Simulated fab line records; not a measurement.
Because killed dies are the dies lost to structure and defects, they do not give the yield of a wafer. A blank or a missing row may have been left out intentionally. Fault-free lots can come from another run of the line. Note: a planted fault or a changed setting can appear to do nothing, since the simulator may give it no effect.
fab line records    flow n5-finfet
record: lots: 11  wafers: 32  last-day: 18
route steps=1938 shown BEOL_M8@1371
lots untouched by any fault: they come from a run of this same line in which no faults occurred
start-h: hours from the record's opening day to when the first of the lot's shown wafers began    wait-h: hours from the lot's prior step to this one    " repeats the value in the row above    L1.1+2: a single row standing in for several wafers    - no value, or no start was given    * or withheld: withheld    < > ~ a bound
route shown NAME@n: NAME is a module with steps in the file, n the number in the route of the first one    usual: the fault-free wafers' mean and standard deviation    same: alike in all rows    chamber/n: place in a boat    sites: readings site by site    _std_site: the values' standard deviation    _edge_site: the outer-site mean with the inner-site mean subtracted    radius-mm: for every site, how far away it sits from the centre of the wafer    mask NAME#n: copy n    behind: the most recent tool/chamber to have shaped the wafer    hold: what put the lot on hold/how long, in hours/how the hold closed    device: whichever transistor did not switch (one of n, p or np)    end of line: tests run on the same wafers once the route is complete    a step without rows: its recipe alone    killed: dies that structure and defects cost at the first sort, which is not the same as the wafer's yield    map: shows each die of a wafer: x if killed, . if not, _ if none is there
set.NAME: the setting as run; set.NAME@STEP: as run at that earlier step    model.NAME: the simulator's own value behind a step, which no gauge read
the route's steps for a sample of lots (tables are steps, rows are wafers)
services: a tool's chamber out of use, with start hour (start-h, from the record's first day; less than 0 if before it), hours out, and reason
== steps ==
step: N5_BEOL_M8_ETCH_66
recipe: chemistry: N2/H2  target: SOC  target-depth-a: 800  overetch-a: 160  mask-material: SiARC  temp-c: 40  time-s: 120  ion-energy-ev: 200  pressure-mtorr: 30  source-w: 840  bias-w: 150  n2-flow-sccm: 200  h2-flow-sccm: 200
usual: drypump-motor-current-A: 5.9/0.35  oes-product-au: 0.62/0.065  rf-vpp-V: 525/3.5  showerhead-plenum-p-Torr: 2.58/0.12  throttle-valve-pct: 17.75/0.19
same: time-s: 120
lot.wafer  tool         chamber  start-h  wait-h  drypump-motor-current-A  oes-product-au  rf-hours-counter-h  rf-vpp-V  showerhead-plenum-p-Torr  throttle-valve-pct
L163.1     rie-diel-05  3        215.46   0.0     6.3                      0.53            249                 526       2.61                      18.14
L163.2     "            0        "        "       5.6                      0.57            175                 527       2.64                      17.67
L163.3     "            1        "        "       5.4                      0.58            148                 519       2.34                      17.99
L165.1     rie-diel-02  3        226.98   0.0     5.9                      0.56            206                 526       2.63                      17.77
L165.5     "            3        "        "       5.9                      0.55            -                   527       2.63                      17.77
L165.6     "            0        "        "       5.3                      0.63            -                   530       2.69                      17.60
L168.3     rie-diel-04  2        245.06   0.0     6.1                      0.64            83                  522       2.47                      18.00
L168.4     "            1        "        "       6.1                      0.54            237                 522       2.40                      17.73
L168.6     "            3        "        "       6.0                      0.55            -                   524       2.51                      17.80
L166.2     rie-diel-02  0        245.29   0.0     5.3                      0.62            62                  528       2.69                      17.57
L166.3     "            3        "        "       5.9                      0.55            211                 525       2.63                      17.77
L166.6     "            0        "        "       5.3                      0.63            -                   528       2.69                      17.60
L167.2     rie-diel-05  2        257.72   0.0     5.8                      0.66            39                  527       2.70                      17.69
L167.5     "            0        "        "       5.5                      0.57            -                   525       2.63                      17.70
L167.6     "            3        "        "       6.3                      0.73            -                   526       2.61                      17.69
L169.1     rie-diel-02  0        266.02   0.0     5.3                      0.63            69                  530       2.69                      17.59
L169.2     "            2        "        "       6.4                      0.71            19                  523       2.50                      17.71
L169.6     "            3        "        "       5.9                      0.55            -                   525       2.62                      17.81
L173.1     rie-diel-04  3        280.44   0.0     6.0                      0.54            236                 523       2.51                      17.84
L173.2     "            0        "        "       6.4                      0.64            81                  529       2.67                      17.60
L173.5     "            0        "        "       6.4                      0.64            -                   529       2.67                      17.63
L175.1     rie-diel-05  0        292.51   0.0     5.5                      0.56            197                 526       2.63                      17.69
L175.4     "            1        "        "       5.4                      0.56            174                 519       2.33                      18.05
L175.5     "            3        "        "       6.3                      0.69            -                   525       2.60                      17.69
L176.1     rie-diel-05  3        309.57   0.0     6.3                      0.70            22                  525       2.60                      17.72
L176.5     "            2        "        "       5.8                      0.64            -                   527       2.70                      17.70
L176.6     "            3        "        "       6.3                      0.68            -                   525       2.60                      17.72
L182.5     rie-diel-04  1        339.65   0.0     6.1                      0.72            -                   528       2.70                      17.37
L182.6     "            2        "        "       6.1                      0.61            -                   522       2.45                      18.06
L183.1     rie-diel-02  3        343.06   0.0     5.9                      0.54            239                 527       2.62                      17.83
L183.2     "            0        "        "       5.3                      0.60            96                  528       2.68                      17.66
L183.4     "            2        "        "       6.4                      0.68            45                  523       2.49                      17.75
step: N5_BEOL_M8_CURE_75
recipe: temp-c: 370  time-s: 120  ambient: DMADMS/He  material: SiCOH_lowk
usual: lamp-power-pct: 52.31/0.056  run-length-s: 178.4/0.85  wafer_temp_C_max: 371.8/0.64
lot.wafer  tool        chamber  start-h  wait-h  lamp-power-pct  run-length-s  wafer_temp_C_max
L163.1     uv-cure-01  2        216.01   0.0     52.36           178.3         371.5
L163.2     "           2        "        "       52.33           178.5         371.3
L163.3     "           2        "        "       52.24           178.8         371.1
L165.1     uv-cure-01  2        227.53   0.0     52.38           178.2         371.0
L165.5     "           2        "        "       52.29           178.9         371.2
L165.6     "           2        "        "       52.26           178.9         371.6
L168.3     uv-cure-01  1        245.73   0.1     52.30           177.3         372.5
L168.4     "           1        "        "       52.23           177.2         372.0
L168.6     "           1        "        "       52.28           177.2         372.8
L166.2     uv-cure-03  1        246.07   0.3     52.41           177.8         371.4
L166.3     "           1        "        "       52.29           177.7         371.2
L166.6     "           1        "        "       52.42           177.9         371.1
L167.2     uv-cure-03  2        258.33   0.1     52.28           177.9         372.8
L167.5     "           2        "        "       52.23           177.9         372.6
L167.6     "           2        "        "       52.28           178.5         371.6
L169.1     uv-cure-02  2        266.68   0.2     52.30           179.5         371.7
L169.2     "           2        "        "       52.25           179.0         372.1
L169.6     "           2        "        "       52.34           179.3         371.8
L173.1     uv-cure-01  2        281.16   0.2     52.25           178.5         371.0
L173.2     "           2        "        "       52.32           178.8         371.4
L173.5     "           2        "        "       52.37           178.5         371.5
L175.1     uv-cure-03  1        293.05   0.0     52.27           177.9         371.4
L175.4     "           1        "        "       52.35           177.6         371.6
L175.5     "           1        "        "       52.31           177.7         371.0
L176.1     uv-cure-01  1        310.11   0.0     52.16           177.6         373.0
L176.5     "           1        "        "       52.27           177.9         372.5
L176.6     "           1        "        "       52.29           177.5         372.7
L182.5     uv-cure-03  2        340.36   0.2     52.31           177.9         374.0
L182.6     "           2        "        "       50.94           149.9         372.5
L183.1     uv-cure-03  2        343.60   0.0     52.35           178.1         372.0
L183.2     "           2        "        "       50.80           150.6         372.0
L183.4     "           2        "        "       52.37           178.8         372.4
step: N5_BEOL_M8_SURFACE_TREAT_79
recipe: gas: Ar  time-s: *  ion-energy-ev: *  ion-current-ma-cm2: 0.5  pressure-mtorr: *  ar-flow-sccm: 30
usual: throttle-valve-pct: *
same: time-s: *
lot.wafer  tool            chamber  start-h  wait-h  throttle-valve-pct
L163.1     pvd-sputter-03  -        217.73   0.6     *
L163.2     "               -        "        "       *
L163.3     "               -        "        "       *
L165.1     pvd-sputter-03  -        229.37   0.2     *
L165.5     "               -        "        "       *
L165.6     "               -        "        "       *
L168.3     pvd-sputter-02  -        246.63   0.3     *
L168.4     "               -        "        "       *
L168.6     "               -        "        "       *
L166.2     pvd-sputter-01  -        248.61   0.4     *
L166.3     "               -        "        "       *
L166.6     "               -        "        "       *
L167.2     pvd-sputter-01  -        259.07   0.2     *
L167.5     "               -        "        "       *
L167.6     "               -        "        "       *
L169.1     pvd-sputter-02  -        267.51   0.3     *
L169.2     "               -        "        "       *
L169.6     "               -        "        "       *
L173.1     pvd-sputter-03  -        282.06   0.2     *
L173.2     "               -        "        "       *
L173.5     "               -        "        "       *
L175.1     pvd-sputter-01  -        293.84   0.2     *
L175.4     "               -        "        "       *
L175.5     "               -        "        "       *
L176.1     pvd-sputter-02  -        312.50   1.5     *
L176.5     "               -        "        "       *
L176.6     "               -        "        "       *
L182.5     pvd-sputter-02  -        341.07   0.1     *
L182.6     "               -        "        "       *
L183.1     pvd-sputter-02  -        344.81   0.2     *
L183.2     "               -        "        "       *
L183.4     "               -        "        "       *
step: N5_BEOL_M8_CMP_52
recipe: stop-on: SiCOH_lowk  t-overpolish-s: 6.9  down-force-psi: 1  platen-rpm: 50  clearing-platen-down-force-psi: 1.5  clearing-platen-rpm: 50  post-cmp-clean: cu-alkaline  target-thk-nm: 80  clearing-platen-pad-velocity-m-s: 0.99484  pad-velocity-m-s: 0.99484
usual: barrier-field-endpoint-s: 28.6/0.51  head-pressure-psi: 1.0001/0.0022  motor-current-A: 6.0/0.47  overpolish-run-s: 6.901/0.0095  time-to-endpoint-s: 61.2/2.4
lot.wafer  tool    chamber  start-h  wait-h  barrier-field-endpoint-s  head-pressure-psi  motor-current-A  overpolish-run-s  time-to-endpoint-s
L163.2     cmp-03  1        218.73   0.2     27.9                      1.0014             6.1              6.913             61.1
L163.1     "       2        "        "       29.4                      0.9965             6.6              6.886             64.2
L163.3     "       3        "        "       28.6                      0.9982             6.2              6.894             61.2
L165.1     cmp-01  0        230.57   0.6     28.5                      1.0014             5.8              6.888             65.7
L165.5     "       1        "        "       29.0                      1.0047             6.8              6.912             66.7
L165.6     "       2        "        "       29.0                      1.0004             5.6              6.898             66.8
L168.4     cmp-03  1        247.65   0.2     28.8                      0.9962             6.4              6.897             61.0
L168.3     "       2        "        "       28.7                      0.9995             6.6              6.891             61.2
L168.6     "       1        "        "       28.7                      0.9982             6.2              6.902             58.9
L166.2     cmp-03  1        249.43   0.3     28.4                      1.0034             6.4              6.894             59.2
L166.3     "       2        "        "       28.7                      0.9993             6.5              6.899             58.3
L166.6     "       0        "        "       29.4                      0.9983             6.3              6.904             62.6
L167.2     cmp-01  3        259.75   0.2     28.4                      1.0031             5.0              6.917             63.9
L167.5     "       3        "        "       28.8                      1.0029             5.0              6.893             64.9
L167.6     "       0        "        "       29.0                      0.9972             5.8              6.891             60.1
L169.1     cmp-02  2        269.13   0.3     28.7                      1.0012             6.4              6.907             62.6
L169.2     "       3        "        "       28.3                      0.9990             6.2              6.897             60.0
L169.6     "       1        "        "       27.8                      1.0021             5.5              6.908             58.1
L173.2     cmp-01  1        286.42   0.3     28.4                      0.9962             7.2              6.903             61.3
L173.1     "       2        "        "       28.1                      1.0008             6.0              6.897             59.7
L173.5     "       0        "        "       28.5                      1.0014             5.8              6.908             59.4
L175.4     cmp-02  3        295.30   0.1     30.2                      0.9988             6.5              6.899             66.0
L175.1     "       1        "        "       28.8                      1.0017             5.4              6.901             62.4
L175.5     "       0        "        "       29.0                      0.9961             5.8              6.903             64.3
L176.1     cmp-02  0        314.15   0.3     28.2                      0.9976             5.8              6.902             61.6
L176.5     "       3        "        "       28.3                      1.0044             5.9              6.908             59.8
L176.6     "       0        "        "       28.2                      1.0002             5.5              6.903             58.1
L182.6     cmp-02  2        343.82   0.2     28.8                      1.0051             6.4              6.908             60.7
L182.5     "       3        "        "       29.1                      0.9979             5.9              6.903             61.1
L183.1     cmp-02  0        345.80   0.3     28.7                      1.0015             5.4              6.904             65.6
L183.4     "       1        "        "       27.8                      1.0005             5.8              6.900             59.6
L183.2     "       3        "        "       28.3                      0.9984             6.1              6.905             64.2
== services ==
tool         chamber  start-h  hours  kind
rie-diel-02  2        193.76   -      clean
cmp-01       -        195.17   1.2    repair
cmp-02       -        197.24   7.9    pm
cmp-03       -        209.79   0.4    repair
rie-diel-05  3        226.36   1.8    repair
cmp-02       -        227.28   4.0    pm
uv-cure-03   -        228.57   2.1    pm
cmp-02       -        231.28   -      consumable-replace:conditioner
cmp-02       -        231.28   -      consumable-replace:pad
cmp-01       -        237.79   4.0    pm
cmp-02       -        248.20   7.1    repair
uv-cure-01   -        256.47   24.0   repair
rie-diel-05  0        267.67   7.6    repair
uv-cure-03   -        273.72   7.6    repair
cmp-02       -        278.99   1.1    repair
cmp-02       -        289.69   5.1    repair
uv-cure-03   -        294.73   0.2    repair
uv-cure-03   -        294.93   0.3    repair
cmp-03       -        297.74   5.6    repair
uv-cure-03   -        304.41   0.4    repair
rie-diel-02  3        321.37   8.5    repair
cmp-02       -        336.76   0.9    repair
rie-diel-05  3        337.33   15.2   repair
cmp-01       -        343.50   0.9    repair
== key ==
first-sign: step: N5_BEOL_M8_CURE_75  reading: run-length-s  direction: down  sigmas: 33  usual: *  struck: *
effect: step: N5_BEOL_M8_CURE_75  reading: lamp-power-pct  direction: down  sigmas: 26  usual: *  struck: *
met-at N5_BEOL_M8_CURE_75
struck-lots L182,L183
struck-wafers L182.6,L183.2
not-acting-at N5_BEOL_M8_ETCH_66,N5_BEOL_M8_SURFACE_TREAT_79,N5_BEOL_M8_CMP_52
onset-between 293.05 340.36
fault: kind: process-parameter-drift  tool: uv-cure-03  chamber: -  onset-h: 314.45  steps: N5_BEOL_M8_CURE_75  channel: time-s  offset: *  shape: step  end-h: 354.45  scope: struck-wafers-only  acts-in: *  stated: *
